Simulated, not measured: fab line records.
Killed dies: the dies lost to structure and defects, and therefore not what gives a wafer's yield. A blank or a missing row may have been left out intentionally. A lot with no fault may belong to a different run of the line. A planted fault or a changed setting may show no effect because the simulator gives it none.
Chamber matching ; flow nand_harc ; rie_diel-08 running NHARC_A_STAIRCASE_DESCUM_291: 4 sister chambers
The step chemistry O2, time 3 s. 16 wafers are shown with their chamber, then 8 later ones without.

== WAFERS, EACH WITH ITS CHAMBER ==
wafer;chamber;drypump_motor_current_A (A);showerhead_plenum_p_Torr (Torr);oes_product_au (a.u.)
L075.1;3;6.0;1.98;1.002
L075.2;2;5.7;1.77;1.003
L075.4;0;5.6;1.96;0.984
L074.1;1;5.2;1.87;1.002
L074.5;3;6.0;1.98;0.993
L074.6;2;5.6;1.77;1.005
L079.1;0;5.5;1.96;0.989
L079.4;2;5.6;1.77;1.003
L079.5;3;6.0;1.98;1.002
L089.2;3;6.0;1.97;0.992
L089.4;0;5.5;1.95;1.000
L089.5;2;5.6;2.07;0.998
L092.2;1;5.2;1.86;1.009
L092.4;0;5.5;1.95;1.000
L092.5;2;5.7;2.07;0.995
L095.1;1;5.2;1.86;1.003

SIGNATURES (means of the wafers above)
reading;chamber 0;chamber 1;chamber 2;chamber 3;scatter within a chamber
drypump_motor_current_A;5.525;5.200;5.640;6.000;0.0403
showerhead_plenum_p_Torr;1.9550;1.8633;1.8900;1.9775;0.095
oes_product_au;0.99325;1.00467;1.00080;0.99725;0.00565
Rule: a wafer lies at a distance from a chamber equal to the root of the sum of squares, over the readings, of (its reading less the chamber's mean, divided by the reading's scatter). The wafer belongs to the nearest chamber; if the next one is less than 2 further off, it can't be placed. The scatter: the root of (the sum of the squares of (reading less its chamber's mean) over the shown wafers, divided by (wafers less chambers)).

== WAFERS MISSING THEIR CHAMBER ==
wafer;drypump_motor_current_A (A);showerhead_plenum_p_Torr (Torr);oes_product_au (a.u.)
L095.4;5.5;1.94;0.994
L095.6;5.6;2.07;0.991
L096.1;5.2;1.86;0.997
L096.4;5.6;2.07;1.000
L096.6;5.6;2.07;0.987
L097.1;6.0;1.96;0.985
L097.4;5.5;1.94;0.988
L097.6;5.6;2.06;0.996

== CHAMBER TAKEN BY EACH ==
wafer;from the rows above;in truth
L095.4;0;0
L095.6;can't be placed: 0 or 2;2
L096.1;1;1
L096.4;can't be placed: 2 or 0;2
L096.6;can't be placed: 0 or 2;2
L097.1;3;3
L097.4;0;0
L097.6;can't be placed: 2 or 0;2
Correct placement for 4 of the 8. Cannot be placed on the basis of these rows: 4; the candidates contain the true chamber in 4. Number placed wrongly: 0.
